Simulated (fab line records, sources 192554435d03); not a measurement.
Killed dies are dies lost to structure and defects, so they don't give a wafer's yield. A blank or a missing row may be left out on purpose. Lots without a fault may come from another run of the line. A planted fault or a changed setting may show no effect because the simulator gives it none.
Problem report in the 8D (eight disciplines) form, filled by code | flow n5_finfet | the parts of the form that need people (team, actions taken, sign-off) are left out

1. THE PROBLEM
cd_nm at N5_MOL_CONTACT_COAG_CD_MEAS_08 reads a mean of 27.00 nm on 6 wafers of 2 lots; wafers without a fault read 28.01 nm with a standard deviation of 0.23. That is -4.4 standard deviations from the usual mean.
The step: target cd 28 nm.
First seen on wafer L243.1, day 7 13:11, on cd_sem-02. The record holds 24 wafers of 8 lots with a number at this step. Rule for "out", or "out of limits": more than 4 standard deviations from the usual mean. The other wafers with a number count as sound.

2. WHAT IT IS AND WHAT IT IS NOT
question                    | is                     | is not
which readings at this step | cd_nm                  | -
which lots                  | L243, L244             | L233, L235, L242, L246, L249, L252
which wafers of those lots  | all that have a number | -
read on which gauges        | cd_sem-02, cd_sem-03   | cd_sem-01
when                        | from day 7 13:11       | up to then (9 sound wafers); but 9 sound wafers of L246, L249, L252 came after

3. SUSPECTS, AND WHAT RULES EACH OUT
Counting: a tool at a process step up to the reading stays a suspect if it ran every lot that is out and no sound lot after the first of them.
- the gauge at N5_MOL_CONTACT_COAG_CD_MEAS_08: ruled out. The wafers that are out were read on 2 gauges (cd_sem-02, cd_sem-03).
- euv_scanner-01 at N5_MOL_CONTACT_COAG_EXPOSE_05 (exposes mask CA, defocus 0 nm): kept. It ran every lot that is out, first L243 (day 7 13:03), and no sound lot after that; its last sound lot up to then is L235 (day 5 08:40). Its own readings are out on those wafers: exposure_dose_mJ_cm2.
Left after counting: euv_scanner-01 at N5_MOL_CONTACT_COAG_EXPOSE_05.

4. THE CAUSE (what the simulator had put in)
Process parameter drift: euv_scanner-01, from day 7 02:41 on, at N5_MOL_CONTACT_COAG_EXPOSE_05. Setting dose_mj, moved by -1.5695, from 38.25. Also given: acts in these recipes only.
Counting left only this tool.

5. THE CHAIN OF EFFECTS, in route order
Each row: a reading whose mean over the struck wafers that have a number lies more than 3 standard deviations from the usual. Only readings for which the record gives a usual standard deviation are gone through. hours: the time from each lot's start at the first step in this table that gives one to its start at this step, as a median over the lots. sigmas: the change in usual standard deviations.
hours | step                           | reading              | usual       | on struck wafers | change | sigmas
0     | N5_MOL_CONTACT_COAG_EXPOSE_05  | exposure_dose_mJ_cm2 | 38.19       | 36.74            | -1.45  | -32
0     | N5_MOL_CONTACT_COAG_CD_MEAS_08 | cd_nm                | 28.01 nm    | 27.00            | -1.01  | -4.4
69    | N5_BEOL_M4_RC_MEAS_101         | RC_DENSE_N           | 19.0 ohm.um | 20.6             | +1.6   | +3.4
69    | N5_BEOL_M4_RC_MEAS_101         | RC_DENSE_P           | 23.8 ohm.um | 25.9             | +2.1   | +3.3
69    | N5_BEOL_M4_RC_MEAS_101         | RC_N                 | 15.5 ohm.um | 16.7             | +1.2   | +3.2
69    | N5_BEOL_M4_RC_MEAS_101         | RC_P                 | 19.4 ohm.um | 21.0             | +1.6   | +3.3
The process steps in it:
- N5_MOL_CONTACT_COAG_EXPOSE_05: exposes mask CA, defocus 0 nm.
Later measuring or inspecting steps at which every struck wafer that the step has a row for has a number for every such reading, and none has moved that far: N5_MOL_CONTACT_COAG_CD_MEAS_99.

6. WHAT WOULD HAVE CAUGHT IT SOONER
In this record the first reading out of limits at a measuring or inspecting step was taken at day 7 13:11, 10 hours after the fault began at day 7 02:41.
The tool's own readings at N5_MOL_CONTACT_COAG_EXPOSE_05 were out on every struck wafer that the step has a row for (exposure_dose_mJ_cm2): an alarm limit on them would have fired on the first of those.
Of the lots that are out (2), L244 began N5_MOL_CONTACT_COAG_EXPOSE_05 on euv_scanner-01 after day 7 13:11. A hold on the tool at that time would have spared it.
